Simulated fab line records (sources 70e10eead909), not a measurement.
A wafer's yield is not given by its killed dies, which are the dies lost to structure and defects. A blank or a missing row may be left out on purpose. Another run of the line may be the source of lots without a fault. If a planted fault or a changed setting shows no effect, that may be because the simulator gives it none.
fab line records | flow nand-harc
record lots=24 wafers=72 last-day=33
route steps=1302 shown A_CHANNEL_FILL_D2@613 A_STAIRCASE@651
lots that met no fault: from a run of the same line without faults
start-h: hours from the record's opening day to when the first of the lot's shown wafers began | wait-h: how many hours have passed since the lot's step before this one | " repeats the value in the row above | L1.1+2: a row that stands for several wafers | - no value present, or no start provided | * or withheld: withheld | < > ~ a bound
route shown NAME@n: a module of which the file shows steps, and the number in the route of the first | usual: mean and standard deviation over wafers with no fault | same: alike in all rows | chamber/n: place in a boat | sites: readings site by site | _std_site: standard deviation of those values | _edge_site: mean of outer sites minus mean of inner sites | radius-mm: how far each site lies from the wafer's centre | mask NAME#n: copy n | behind: the most recent tool/chamber to have shaped the wafer | hold: cause of the lot's hold/its duration in hours/its outcome | device: which transistor (n, p or np) failed to switch | end of line: at the end of the route, the tests of the same wafers | a step without rows: its recipe alone | killed: at the first sort, the dies lost to defects and structure; wafer yield is something else | map: per-die view of a wafer (x killed, . not killed, _ where there is no die)
set.NAME: the run value of the setting; set.NAME@STEP: its run value at that earlier step | model.NAME: the simulator's own value behind a step, which no gauge read
a sample of lots followed through the steps of the route, with each step as a table and each wafer as a row
services: the hour from which a tool's chamber was out of use, counted from the record's first day as start-h (under 0 if before that day), plus the number of hours and why
## steps
# step NHARC_A_CHANNEL_FILL_D2_ALD_03
# recipe target-thk-a=60 pulse-time-s=60 ald-cycles=58 temp-c=630 pressure-torr=2 material=SiNx
# usual precursor-pulse-height-rel=1.000/0.02
# columns lot.wafer tool chamber start-h wait-h precursor-pulse-height-rel
L075.2 ald-sin-batch-02 0 - - 0.982
L075.3 " 0 " " 1.018
L075.6 " 0 " " 1.022
L074.1 ald-sin-batch-01 0 - - 0.994
L074.3 " 0 " " 1.021
L074.4 " 0 " " 1.019
L076.2 ald-sin-batch-01 0 - - 1.036
L076.3 " 0 " " 1.011
L076.5 " 0 " " 0.990
L077.2 ald-sin-batch-01 0 - - 0.988
L077.5 " 0 " " 0.976
L077.6 " 0 " " 1.023
L079.1 ald-sin-batch-03 0 - - 1.022
L079.5 " 0 " " 1.010
L079.6 " 0 " " 1.006
L078.2 ald-sin-batch-03 0 - - 1.000
L078.3 " 0 " " 1.012
L078.6 " 0 " " 1.016
L080.1 ald-sin-batch-02 0 - - 0.999
L080.2 " 0 " " 0.977
L080.6 " 0 " " 0.980
L081.1 ald-sin-batch-03 0 - - 1.005
L081.3 " 0 " " 1.039
L081.6 " 0 " " 0.960
L082.1 ald-sin-batch-03 0 - - 0.991
L082.3 " 0 " " 0.983
L082.6 " 0 " " 0.981
L083.1 ald-sin-batch-02 0 - - 1.024
L083.5 " 0 " " 1.015
L083.6 " 0 " " 1.004
L084.1 ald-sin-batch-02 0 - - 1.021
L084.2 " 0 " " 0.959
L084.3 " 0 " " 1.034
L085.1 ald-sin-batch-02 0 - - 0.986
L085.4 " 0 " " 1.006
L085.6 " 0 " " 0.951
L086.2 ald-sin-batch-03 0 - - 0.995
L086.4 " 0 " " 0.982
L086.5 " 0 " " 1.001
L087.1 ald-sin-batch-01 0 - - 1.013
L087.2 " 0 " " 1.003
L087.4 " 0 " " 1.006
L088.3 ald-sin-batch-01 0 - - 1.023
L088.4 " 0 " " 1.007
L088.6 " 0 " " 1.021
L089.1 ald-sin-batch-01 0 - - 0.975
L089.2 " 0 " " 1.013
L089.3 " 0 " " 0.964
L090.1 ald-sin-batch-02 0 - - 0.989
L090.5 " 0 " " 1.021
L090.6 " 0 " " 1.005
L091.2 ald-sin-batch-01 0 - - 1.025
L091.5 " 0 " " 1.026
L091.6 " 0 " " 0.976
L093.1 ald-sin-batch-03 0 - - 1.018
L093.2 " 0 " " 1.002
L093.5 " 0 " " 1.006
L092.2 ald-sin-batch-01 0 - - 1.005
L092.3 " 0 " " 0.980
L092.4 " 0 " " 1.016
L094.2 ald-sin-batch-02 0 - - 1.000
L094.3 " 0 " " 0.988
L094.5 " 0 " " 1.020
L095.1 ald-sin-batch-03 0 - - 0.961
L095.2 " 0 " " 1.018
L095.3 " 0 " " 0.999
L096.1 ald-sin-batch-02 0 - - 0.972
L096.2 " 0 " " 0.983
L096.4 " 0 " " 1.031
L097.2 ald-sin-batch-02 0 - - 1.011
L097.4 " 0 " " 0.988
L097.6 " 0 " " 1.003
# step NHARC_A_CHANNEL_FILL_D2_ALD_16
# recipe target-thk-a=15 pulse-time-s=10 ald-cycles=15 temp-c=300 material=SiO2
# usual heater-power-w=502/71 precursor-pulse-height-rel=0.997/0.02
# columns lot.wafer tool chamber start-h wait-h heater-power-w precursor-pulse-height-rel
L074.1 ald-hk-02 0 335.16 0.0 490 0.959
L074.4 " 2 " " 431 0.970
L074.3 " 3 " " 590 1.001
L075.2 ald-hk-03 0 335.16 0.0 433 0.980
L075.3 " 3 " " 452 0.978
L075.6 " 1 " " 459 0.980
L076.2 ald-hk-02 3 346.41 0.9 611 0.954
L076.3 " 1 " " 397 0.996
L076.5 " 2 " " 425 1.031
L077.2 ald-hk-03 0 351.32 0.1 450 0.986
L077.5 " 2 " " 598 0.973
L077.6 " 3 " " 463 0.983
L079.1 ald-hk-04 3 358.80 0.1 548 1.004
L079.6 " 2 " " 549 0.959
L079.5 " 3 " " 537 0.978
L078.3 ald-hk-03 1 372.82 0.0 458 1.014
L078.2 " 2 " " 607 0.996
L078.6 " 2 " " 598 0.988
L080.2 ald-hk-02 3 376.48 0.0 601 0.994
L080.1 " 0 " " 467 1.016
L080.6 " 3 " " 610 0.990
L082.3 ald-hk-03 2 388.65 0.0 606 0.975
L082.1 " 3 " " 455 0.992
L082.6 " 3 " " 448 0.998
L081.3 ald-hk-04 1 388.71 0.1 449 1.019
L081.1 " 2 " " 551 0.983
L081.6 " 3 " " 542 0.993
L084.3 ald-hk-03 0 416.92 0.8 430 0.942
L084.1 " 1 " " 448 0.987
L084.2 " 2 " " 603 1.006
L083.1 ald-hk-03 0 417.05 1.0 430 0.999
L083.6 " 0 " " 430 1.008
L083.5 " 1 " " 442 1.001
L085.4 ald-hk-03 2 429.41 0.1 613 1.014
L085.1 " 3 " " 483 0.994
L085.6 " 1 " " 443 1.009
L086.4 ald-hk-04 3 445.69 0.0 543 0.989
L086.2 " 0 " " 553 0.979
L086.5 " 3 " " 540 1.007
L087.1 ald-hk-04 1 449.21 0.1 456 0.970
L087.2 " 2 " " 585 0.969
L087.4 " 3 " " 545 1.018
L089.2 ald-hk-03 1 456.71 0.1 445 1.004
L089.3 " 2 " " 607 1.002
L089.1 " 3 " " 496 0.981
L088.4 ald-hk-02 3 456.77 0.1 622 0.994
L088.3 " 1 " " 420 0.986
L088.6 " 2 " " 440 0.981
L090.1 ald-hk-02 3 468.45 0.1 613 0.977
L090.5 " 0 " " 476 1.010
L090.6 " 1 " " 403 1.027
L091.2 ald-hk-04 2 485.89 2.6 587 0.986
L091.6 " 3 " " 564 1.012
L091.5 " 0 " " 560 1.009
L093.1 ald-hk-02 3 493.93 0.1 619 1.032
L093.2 " 1 " " 427 1.033
L093.5 " 2 " " 446 0.998
L092.4 ald-hk-04 1 498.13 0.0 452 0.984
L092.3 " 2 " " 578 0.983
L092.2 " 3 " " 551 1.018
L094.3 ald-hk-02 1 505.66 0.1 405 0.978
L094.2 " 2 " " 451 1.033
L094.5 " 0 " " 481 0.997
L095.3 ald-hk-03 3 533.43 0.9 488 0.999
L095.1 " 0 " " 435 0.992
L095.2 " 1 " " 447 1.010
L096.4 ald-hk-03 1 547.32 0.1 436 1.019
L096.2 " 2 " " 611 1.008
L096.1 " 3 " " 490 1.006
L097.4 ald-hk-02 3 547.32 0.1 634 0.981
L097.2 " 0 " " 500 0.988
L097.6 " 3 " " 651 0.991
# step NHARC_A_CHANNEL_FILL_D2_ETCHBACK_20
# recipe target-depth-a=270 time-s=13.5 c4f8-flow-sccm=withheld o2-flow-sccm=8 ar-flow-sccm=withheld rf-w=600 bias-w=1500 chemistry=C4F8/O2/Ar
# usual oes-product-au=0.984/0.024 rf-vpp-V=977/6.6
# columns lot.wafer tool chamber start-h wait-h oes-product-au rf-hours-counter-h rf-vpp-V
L074.3 rie-diel-06 2 347.61 - 1.005 1 988
L074.4 " 3 " " 0.992 1 973
L074.1 " 0 " " 0.994 1 975
L075.2 rie-diel-10 2 347.61 - 0.988 3 975
L075.3 " 3 " " 0.997 3 988
L075.6 " 2 " " 0.989 - 975
L076.3 rie-diel-10 2 357.75 - 0.996 3 976
L076.2 " 0 " " 0.960 2 981
L076.5 " 2 " " 0.983 - 975
L077.2 rie-diel-10 3 363.26 - 0.987 4 985
L077.5 " 3 " " 0.997 - 986
L077.6 " 0 " " 0.968 - 980
L079.1 rie-diel-06 1 371.27 - 0.956 2 984
L079.6 " 0 " " 0.979 - 974
L079.5 " 1 " " 0.966 - 985
L078.2 rie-diel-10 3 384.87 - 0.987 4 986
L078.3 " 0 " " 0.978 3 981
L078.6 " 2 " " 0.981 - 976
L080.2 rie-diel-06 3 389.16 - 0.999 2 974
L080.1 " 0 " " 1.022 2 975
L080.6 " 3 " " 1.003 - 973
L081.3 rie-diel-13 0 400.65 - 0.913 12 967
L081.1 " 3 " " 0.923 14 978
L081.6 " 0 " " 0.912 - 967
L082.3 rie-diel-10 2 400.66 - 0.956 5 974
L082.1 " 0 " " 0.946 4 980
L082.6 " 1 " " 0.950 - 970
L084.2 rie-diel-13 1 428.82 - 0.955 16 972
L084.3 " 2 " " 0.961 18 972
L084.1 " 0 " " 0.942 15 967
L083.1 rie-diel-10 0 428.83 - 1.000 0 979
L083.5 " 3 " " 0.993 - 987
L083.6 " 0 " " 0.995 - 980
L085.4 rie-diel-10 3 441.78 - 1.005 1 986
L085.1 " 1 " " 0.980 1 969
L085.6 " 3 " " 0.996 - 985
L087.1 rie-diel-13 0 461.27 - 0.993 21 968
L087.2 " 2 " " 1.004 24 971
L087.4 " 3 " " 0.988 23 976
L086.2 rie-diel-06 3 461.28 - 1.006 5 974
L086.4 " 3 " " 1.013 - 974
L086.5 " 3 " " 1.000 - 975
L088.4 rie-diel-10 2 469.46 - 0.990 1 973
L088.3 " 0 " " 0.981 1 979
L088.6 " 2 " " 0.988 - 975
L089.2 rie-diel-13 3 469.49 - 0.985 24 976
L089.3 " 0 " " 0.991 21 968
L089.1 " 1 " " 1.002 22 972
L090.1 rie-diel-13 2 479.84 - 0.998 25 970
L090.6 " 0 " " 0.977 - 969
L090.5 " 1 " " 1.007 - 972
L091.2 rie-diel-13 3 499.80 - 0.915 24 978
L091.5 " 0 " " 0.915 - 966
L091.6 " 1 " " 0.940 - 972
L093.2 rie-diel-06 2 505.86 - 1.003 0 988
L093.1 " 0 " " 0.988 0 976
L093.5 " 2 " " 0.995 - 987
L092.4 rie-diel-10 0 510.23 - 0.990 2 979
L092.3 " 1 " " 0.986 2 970
L092.2 " 2 " " 0.997 3 976
L094.3 rie-diel-10 0 517.52 - 0.999 2 980
L094.2 " 2 " " 0.995 3 975
L094.5 " 1 " " 0.990 - 971
L095.2 rie-diel-06 3 545.49 - 0.986 1 974
L095.1 " 0 " " 0.974 1 974
L095.3 " 1 " " 0.982 1 984
L097.2 rie-diel-13 1 559.56 - 1.008 10 969
L097.4 " 0 " " 0.990 10 988
L097.6 " 1 " " 1.021 - 970
L096.1 rie-diel-06 2 559.56 - 1.026 1 988
L096.2 " 3 " " 0.996 1 973
L096.4 " 0 " " 0.983 1 975
# step NHARC_A_STAIRCASE_ETCH_169
# recipe target-depth-a=500 time-s=107.1 ion-energy-ev=120 ch3f-flow-sccm=50 o2-flow-sccm=30 ar-flow-sccm=200 rf-w=500 bias-w=100 chemistry=CH3F/O2
# usual drypump-motor-current-A=5.6/0.41 o2-flow-sccm=30.01/0.082 oes-product-au=0.959/0.017 rf-vpp-V=243.7/1.5 showerhead-plenum-p-Torr=2.41/0.089 throttle-valve-pct=20.663/0.0094
# columns lot.wafer tool chamber start-h wait-h drypump-motor-current-A o2-flow-sccm oes-product-au rf-hours-counter-h rf-vpp-V showerhead-plenum-p-Torr throttle-valve-pct
L074.4 rie-diel-01 2 373.15 0.1 5.2 30.01 0.952 43 242.5 2.30 20.653
L074.3 " 0 " " 4.9 30.06 0.949 43 242.1 2.35 20.672
L074.1 " 1 " " 6.4 30.01 0.960 44 242.6 2.37 20.655
L075.3 rie-diel-04 0 376.17 3.2 5.1 29.98 0.931 8 246.2 2.61 20.663
L075.2 " 3 " " 5.4 29.82 0.932 8 245.8 2.51 20.658
L075.6 " 1 " " 5.5 29.98 0.930 - 243.7 2.41 20.664
L076.3 rie-diel-08 3 383.87 0.1 5.8 30.11 0.952 3 244.1 2.42 20.672
L076.2 " 1 " " 5.8 29.95 0.946 4 244.6 2.48 20.676
L076.5 " 3 " " 5.8 30.07 0.942 - 243.6 2.41 20.670
L077.2 rie-diel-04 0 389.20 0.1 5.1 29.97 0.959 17 248.5 2.61 20.656
L077.6 " 2 " " 6.1 30.06 0.945 - 242.6 2.38 20.675
L077.5 " 3 " " 5.5 29.99 0.958 - 244.6 2.51 20.670
L079.1 rie-diel-08 1 396.51 0.1 5.8 29.98 0.955 9 244.5 2.48 20.676
L079.6 " 3 " " 5.8 30.19 0.942 - 243.3 2.41 20.661
L079.5 " 0 " " 5.3 29.99 0.953 - 244.2 2.31 20.660
L078.3 rie-diel-01 2 411.15 0.1 5.2 29.96 0.954 7 241.5 2.30 20.660
L078.2 " 3 " " 5.9 30.13 0.985 6 243.9 2.38 20.675
L078.6 " 2 " " 5.2 29.79 0.948 - 242.8 2.30 20.674
L080.2 rie-diel-08 2 414.82 0.1 5.9 30.01 0.948 13 244.9 2.41 20.662
L080.1 " 1 " " 5.8 30.03 0.973 14 243.9 2.47 20.677
L080.6 " 3 " " 5.9 29.98 0.955 - 243.2 2.41 20.662
L082.1 rie-diel-04 0 426.24 0.1 5.2 30.06 0.955 32 247.2 2.60 20.646
L082.3 " 2 " " 6.1 29.93 0.956 31 242.4 2.37 20.676
L082.6 " 1 " " 5.5 29.95 0.977 - 243.7 2.40 20.655
L081.1 rie-diel-04 3 430.32 0.1 5.4 29.94 0.956 33 246.3 2.50 20.662
L081.3 " 1 " " 5.5 29.97 0.983 32 242.4 2.40 20.657
L081.6 " 0 " " 5.1 29.90 0.974 - 247.4 2.60 20.675
L083.1 rie-diel-01 3 454.04 0.1 6.0 30.07 0.955 21 243.3 2.37 20.659
L083.5 " 1 " " 6.4 30.06 0.991 - 244.0 2.36 20.673
L083.6 " 2 " " 5.2 30.06 0.975 - 240.8 2.29 20.659
L084.3 rie-diel-08 1 457.37 0.1 5.8 30.01 0.958 29 244.2 2.47 20.660
L084.2 " 2 " " 5.9 29.98 0.956 26 242.8 2.40 20.662
L084.1 " 3 " " 5.8 29.90 0.974 25 242.9 2.41 20.670
L085.4 rie-diel-04 2 470.19 0.1 6.1 30.00 0.940 47 244.1 2.37 20.662
L085.1 " 3 " " 5.4 29.97 0.973 49 245.2 2.50 20.636
L085.6 " 2 " " 6.1 30.16 0.945 - 244.1 2.37 20.664
L087.1 rie-diel-08 3 486.32 0.1 5.8 29.87 0.978 35 243.6 2.40 20.660
L087.2 " 0 " " 5.3 30.05 0.994 36 242.1 2.30 20.657
L087.4 " 2 " " 5.9 30.04 0.956 36 242.8 2.40 20.663
L086.2 rie-diel-04 1 486.48 0.1 5.5 29.93 0.987 52 242.5 2.39 20.652
L086.4 " 3 " " 5.5 29.95 0.972 51 244.4 2.50 20.660
L086.5 " 1 " " 5.5 29.97 0.991 - 242.9 2.39 20.670
L088.3 rie-diel-01 3 494.50 0.1 5.9 30.13 0.970 32 243.2 2.37 20.672
L088.4 " 0 " " 4.9 30.04 0.965 34 241.3 2.33 20.658
L088.6 " 2 " " 5.2 30.03 0.970 - 243.8 2.28 20.662
L089.1 rie-diel-04 1 497.54 0.1 5.5 29.92 0.987 57 243.0 2.39 20.668
L089.3 " 2 " " 6.1 30.06 0.951 55 243.3 2.36 20.660
L089.2 " 3 " " 5.5 30.09 0.966 55 245.2 2.50 20.665
L090.1 rie-diel-01 0 504.85 0.1 4.9 30.01 0.954 37 242.6 2.33 20.669
L090.5 " 3 " " 6.0 30.00 0.945 - 244.8 2.36 20.667
L090.6 " 0 " " 4.9 30.04 0.950 - 241.9 2.33 20.646
L091.2 rie-diel-04 3 524.33 0.2 5.4 29.98 0.967 66 245.3 2.49 20.656
L091.6 " 1 " " 5.5 30.19 0.967 - 243.8 2.39 20.654
L091.5 " 2 " " 6.1 29.88 0.940 - 243.2 2.36 20.669
L092.3 rie-diel-08 2 534.32 0.2 5.9 29.98 0.947 55 243.4 2.39 20.676
L092.2 " 0 " " 5.3 30.03 0.975 61 240.9 2.29 20.661
L092.4 " 1 " " 5.9 30.14 0.948 57 245.1 2.46 20.656
L093.2 rie-diel-01 0 537.38 0.1 4.9 30.06 0.951 50 243.5 2.33 20.668
L093.1 " 2 " " 5.2 29.99 0.940 49 242.1 2.28 20.671
L093.5 " 1 " " 6.4 29.95 0.948 - 242.0 2.35 20.670
L094.2 rie-diel-04 1 543.93 0.1 5.5 30.10 0.964 1 243.6 2.39 20.679
L094.3 " 3 " " 5.4 30.09 0.955 1 244.8 2.49 20.661
L094.5 " 1 " " 5.5 30.00 0.963 - 242.1 2.39 20.643
L095.1 rie-diel-04 3 570.78 0.1 5.4 30.08 0.945 11 244.7 2.48 20.672
L095.2 " 0 " " 5.1 30.20 0.966 11 247.3 2.58 20.664
L095.3 " 2 " " 6.1 29.97 0.943 9 242.1 2.35 20.663
L097.2 rie-diel-04 2 584.49 0.2 6.2 30.00 0.932 13 243.1 2.35 20.652
L097.4 " 0 " " 5.1 29.97 0.951 15 246.3 2.58 20.658
L097.6 " 3 " " 5.5 29.95 0.942 - 244.6 2.48 20.656
L096.4 rie-diel-04 3 584.74 0.2 5.5 30.00 0.942 15 245.7 2.48 20.659
L096.1 " 0 " " 5.1 29.99 0.945 15 246.4 2.58 20.673
L096.2 " 2 " " 6.1 30.08 0.942 14 243.2 2.35 20.675
# step NHARC_A_STAIRCASE_ETCH_19
# recipe target-depth-a=1000 time-s=40.5 ion-energy-ev=400 c4f8-flow-sccm=20 o2-flow-sccm=10 ar-flow-sccm=withheld rf-w=600 bias-w=1000 chemistry=C4F8/O2
# usual oes-product-au=0.943/0.012 rf-vpp-V=892/4.4
# columns lot.wafer tool chamber start-h wait-h oes-product-au rf-hours-counter-h rf-vpp-V
L074.4 rie-diel-01 3 - - 0.952 40 893
L074.1 " 0 " " 0.938 44 891
L074.3 " 2 " " 0.922 43 888
L075.3 rie-diel-01 0 - - 0.957 45 890
L075.2 " 2 " " 0.928 45 887
L075.6 " 0 " " 0.948 - 891
L076.2 rie-diel-08 2 - - 0.923 5 894
L076.3 " 3 " " 0.920 4 895
L076.5 " 3 " " 0.917 - 894
L077.2 rie-diel-08 3 - - 0.930 7 894
L077.6 " 2 " " 0.946 - 895
L077.5 " 3 " " 0.930 - 893
L079.1 rie-diel-01 1 - - 0.955 3 892
L079.6 " 1 " " 0.948 - 891
L079.5 " 2 " " 0.951 - 887
L078.3 rie-diel-08 1 - - 0.933 14 896
L078.2 " 3 " " 0.946 12 894
L078.6 " 1 " " 0.940 - 898
L080.2 rie-diel-01 1 - - 0.951 9 890
L080.1 " 0 " " 0.930 8 890
L080.6 " 2 " " 0.927 - 887
L082.3 rie-diel-04 0 - - 0.956 33 903
L082.1 " 1 " " 0.953 32 892
L082.6 " 0 " " 0.961 - 904
L081.1 rie-diel-01 3 - - 0.941 10 889
L081.3 " 0 " " 0.952 12 891
L081.6 " 3 " " 0.947 - 891
L083.1 rie-diel-04 2 - - 0.922 39 891
L083.6 " 3 " " 0.959 - 898
L083.5 " 0 " " 0.966 - 904
L084.1 rie-diel-08 2 - - 0.927 27 894
L084.2 " 0 " " 0.933 29 887
L084.3 " 1 " " 0.925 30 897
L085.1 rie-diel-01 2 - - 0.946 31 887
L085.4 " 1 " " 0.940 32 891
L085.6 " 2 " " 0.948 - 887
L087.2 rie-diel-01 3 - - 0.929 32 892
L087.4 " 0 " " 0.933 33 890
L087.1 " 2 " " 0.928 36 886
L086.2 rie-diel-01 0 - - 0.944 33 890
L086.4 " 2 " " 0.939 36 888
L086.5 " 0 " " 0.933 - 888
L088.3 rie-diel-08 2 - - 0.943 40 893
L088.4 " 3 " " 0.952 41 892
L088.6 " 3 " " 0.942 - 893
L089.2 rie-diel-04 1 - - 0.960 58 893
L089.3 " 2 " " 0.933 56 891
L089.1 " 0 " " 0.955 57 904
L090.1 rie-diel-04 3 - - 0.937 61 898
L090.6 " 2 " " 0.928 - 891
L090.5 " 3 " " 0.934 - 898
L091.2 rie-diel-01 0 - - 0.954 43 890
L091.6 " 2 " " 0.970 - 887
L091.5 " 3 " " 0.955 - 891
L092.4 rie-diel-01 2 - - 0.924 49 886
L092.2 " 0 " " 0.935 49 888
L092.3 " 1 " " 0.940 49 891
L093.1 rie-diel-01 3 - - 0.947 52 891
L093.2 " 2 " " 0.947 54 886
L093.5 " 0 " " 0.939 - 889
L094.3 rie-diel-01 0 - - 0.940 54 890
L094.2 " 1 " " 0.952 55 889
L094.5 " 2 " " 0.939 - 886
L095.2 rie-diel-01 2 - - 0.924 6 906
L095.3 " 3 " " 0.941 6 891
L095.1 " 0 " " 0.931 4 889
L097.4 rie-diel-04 1 - - 0.963 16 892
L097.2 " 3 " " 0.961 16 897
L097.6 " 0 " " 0.957 - 901
L096.4 rie-diel-04 3 - - 0.956 17 896
L096.1 " 1 " " 0.974 16 893
L096.2 " 2 " " 0.951 15 890
# step NHARC_A_STAIRCASE_TRIM_196
# recipe time-s=211.2 o2-flow-sccm=500 ar-flow-sccm=0 bias-w=0 chemistry=O2
# usual drypump-motor-current-A=5.6/0.43 o2-flow-sccm=500.1/1.4 oes-product-au=1.000/0.011 rf-vpp-V=57.5/0.88 showerhead-plenum-p-Torr=3.44/0.12 throttle-valve-pct=17.037/0.0089
# columns lot.wafer tool chamber start-h wait-h drypump-motor-current-A o2-flow-sccm oes-product-au rf-hours-counter-h rf-vpp-V showerhead-plenum-p-Torr throttle-valve-pct
L074.3 rie-diel-01 0 379.90 0.1 4.9 497.8 1.005 46 57.3 3.37 17.034
L074.1 " 2 " " 5.2 498.9 0.987 45 55.1 3.31 17.053
L074.4 " 3 " " 6.0 501.7 1.011 41 55.3 3.42 17.036
L075.3 rie-diel-08 2 384.59 0.2 5.9 501.0 0.978 4 56.6 3.46 17.022
L075.2 " 3 " " 5.9 499.7 0.986 3 57.1 3.47 17.026
L075.6 " 1 " " 5.8 501.3 0.988 - 57.2 3.56 17.042
L076.3 rie-diel-04 1 391.73 0.1 5.5 500.8 0.994 18 57.8 3.46 17.049
L076.2 " 2 " " 6.1 499.0 0.988 18 55.6 3.42 17.039
L076.5 " 1 " " 5.5 498.3 0.999 - 58.0 3.46 17.038
L077.2 rie-diel-08 2 396.04 0.1 5.9 500.0 0.985 8 57.7 3.46 17.039
L077.6 " 2 " " 5.9 500.0 0.985 - 56.2 3.46 17.047
L077.5 " 3 " " 5.9 502.2 0.994 - 56.9 3.47 17.050
L079.1 rie-diel-08 3 403.04 0.1 5.9 500.0 0.990 9 58.0 3.46 17.040
L079.6 " 2 " " 5.9 501.3 0.973 - 58.0 3.46 17.035
L079.5 " 3 " " 5.9 499.3 0.993 - 58.3 3.46 17.025
L078.3 rie-diel-04 3 418.74 0.1 5.4 499.1 1.005 31 58.7 3.59 17.044
L078.2 " 1 " " 5.5 500.3 1.002 30 57.7 3.45 17.037
L078.6 " 3 " " 5.4 498.9 1.002 - 59.1 3.59 17.047
L080.1 rie-diel-01 1 421.59 0.1 6.4 498.7 1.019 10 57.3 3.40 17.043
L080.2 " 2 " " 5.2 501.8 0.989 10 57.7 3.30 17.026
L080.6 " 0 " " 4.9 501.6 1.017 - 57.5 3.37 17.027
L082.1 rie-diel-04 0 432.66 0.1 5.1 498.8 1.010 33 58.3 3.73 17.040
L082.3 " 2 " " 6.1 501.4 0.985 32 57.7 3.41 17.036
L082.6 " 1 " " 5.5 502.1 1.014 - 57.0 3.45 17.038
L081.1 rie-diel-04 3 436.93 0.1 5.4 501.8 0.999 34 58.5 3.59 17.047
L081.3 " 1 " " 5.5 500.1 0.997 34 58.2 3.45 17.027
L081.6 " 3 " " 5.4 500.2 1.004 - 57.6 3.59 17.028
L083.1 rie-diel-08 3 461.07 0.1 5.9 497.5 0.996 27 56.1 3.45 17.028
L083.6 " 3 " " 5.8 500.0 0.992 - 57.6 3.46 17.040
L083.5 " 0 " " 5.3 498.0 1.005 - 57.4 3.32 17.042
L084.1 rie-diel-08 2 464.61 0.2 5.9 502.0 0.989 29 57.6 3.45 17.038
L084.3 " 3 " " 5.8 498.2 1.002 28 58.2 3.45 17.044
L084.2 " 1 " " 5.8 500.1 1.000 32 58.3 3.54 17.041
L085.1 rie-diel-08 3 476.88 0.1 5.8 501.4 0.985 34 58.2 3.45 17.030
L085.4 " 0 " " 5.3 500.2 0.991 35 57.2 3.31 17.048
L085.6 " 2 " " 5.9 502.8 0.994 - 58.1 3.45 17.038
L087.1 rie-diel-01 2 494.96 0.1 5.2 500.1 1.010 36 56.9 3.29 17.050
L087.4 " 0 " " 5.0 500.8 0.992 34 56.3 3.36 17.029
L087.2 " 1 " " 6.4 499.8 1.013 36 58.0 3.39 17.043
L086.4 rie-diel-04 1 496.20 0.1 5.5 500.9 1.009 56 57.9 3.44 17.027
L086.2 " 0 " " 5.1 500.1 1.008 56 59.4 3.71 17.034
L086.5 " 2 " " 6.1 500.4 0.980 - 56.9 3.40 17.038
L088.4 rie-diel-08 3 501.40 0.2 5.9 498.4 0.996 41 57.4 3.45 17.045
L088.3 " 0 " " 5.3 500.9 1.003 43 58.0 3.31 17.042
L088.6 " 2 " " 5.9 499.3 1.003 - 59.1 3.44 17.037
L089.2 rie-diel-01 2 504.61 0.1 5.2 498.2 0.993 39 56.5 3.29 17.023
L089.3 " 3 " " 5.9 499.8 1.001 35 57.4 3.40 17.040
L089.1 " 0 " " 4.9 500.6 1.010 37 58.3 3.35 17.034
L090.1 rie-diel-04 0 512.59 0.1 5.1 501.5 1.019 63 58.6 3.71 17.029
L090.6 " 0 " " 5.1 501.1 1.014 - 57.5 3.71 17.032
L090.5 " 1 " " 5.5 502.4 1.009 - 57.1 3.43 17.045
L091.2 rie-diel-01 1 530.64 0.1 6.4 500.7 1.008 45 56.6 3.38 17.031
L091.6 " 1 " " 6.4 503.3 1.015 - 57.4 3.38 17.031
L091.5 " 2 " " 5.2 502.2 0.994 - 56.6 3.28 17.031
L092.3 rie-diel-08 2 542.03 0.1 5.9 501.9 0.989 59 58.2 3.43 17.031
L092.2 " 0 " " 5.3 497.4 0.997 65 56.9 3.30 17.030
L092.4 " 0 " " 5.3 499.8 1.005 - 55.0 3.29 17.015
L093.2 rie-diel-01 2 547.66 0.1 5.2 497.5 0.990 56 58.4 3.28 17.026
L093.1 " 0 " " 5.0 501.1 0.991 55 58.0 3.34 17.039
L093.5 " 3 " " 6.0 500.2 0.988 - 58.0 3.39 17.035
L094.3 rie-diel-01 3 552.80 0.1 6.0 496.5 1.014 55 57.6 3.39 17.045
L094.2 " 0 " " 5.0 499.8 0.999 56 57.6 3.34 17.024
L094.5 " 2 " " 5.2 499.1 1.000 - 56.8 3.28 17.037
L095.3 rie-diel-04 1 581.88 0.1 5.5 501.0 1.018 13 56.1 3.42 17.040
L095.2 " 3 " " 5.5 501.2 0.998 14 57.6 3.56 17.039
L095.1 " 0 " " 5.1 499.3 1.005 15 56.8 3.70 17.022
L097.2 rie-diel-04 3 592.10 0.1 5.5 497.9 1.008 18 57.4 3.56 17.034
L097.4 " 0 " " 5.1 498.4 1.019 18 58.4 3.70 17.050
L097.6 " 1 " " 5.5 500.4 1.024 - 57.1 3.42 17.036
L096.1 rie-diel-01 0 592.37 0.1 4.9 500.9 0.999 12 58.5 3.34 17.040
L096.2 " 0 " " 4.9 500.3 1.008 - 58.5 3.34 17.030
L096.4 " 0 " " 4.9 499.4 1.005 - 57.8 3.34 17.034
## services
# columns tool chamber start-h hours kind
rie-diel-10 2 316.48 16.1 repair
rie-diel-10 1 317.88 5.4 repair
rie-diel-04 - 343.48 0.7 repair
ald-hk-03 - 347.55 1.4 repair
ald-hk-03 - 349.42 1.0 repair
rie-diel-04 - 354.92 9.0 pm
rie-diel-10 0 364.48 3.3 repair
rie-diel-08 - 368.04 9.0 pm
rie-diel-01 - 380.91 9.0 pm
ald-hk-03 - 393.62 10.0 pm
rie-diel-01 3 415.92 2.4 repair
rie-diel-10 - 419.62 9.0 pm
ald-hk-03 - 438.33 1.3 repair
rie-diel-10 3 529.86 30.9 repair
rie-diel-04 - 532.03 9.0 pm
rie-diel-08 3 538.83 31.0 repair
rie-diel-10 2 539.67 55.8 repair
rie-diel-08 - 545.11 9.0 pm
rie-diel-10 1 553.58 7.2 repair
rie-diel-04 - 557.25 0.3 repair
rie-diel-01 - 557.91 9.0 pm
rie-diel-08 2 560.10 45.4 repair
rie-diel-10 1 571.19 13.0 repair
rie-diel-01 2 588.88 10.9 repair
## key
fault none
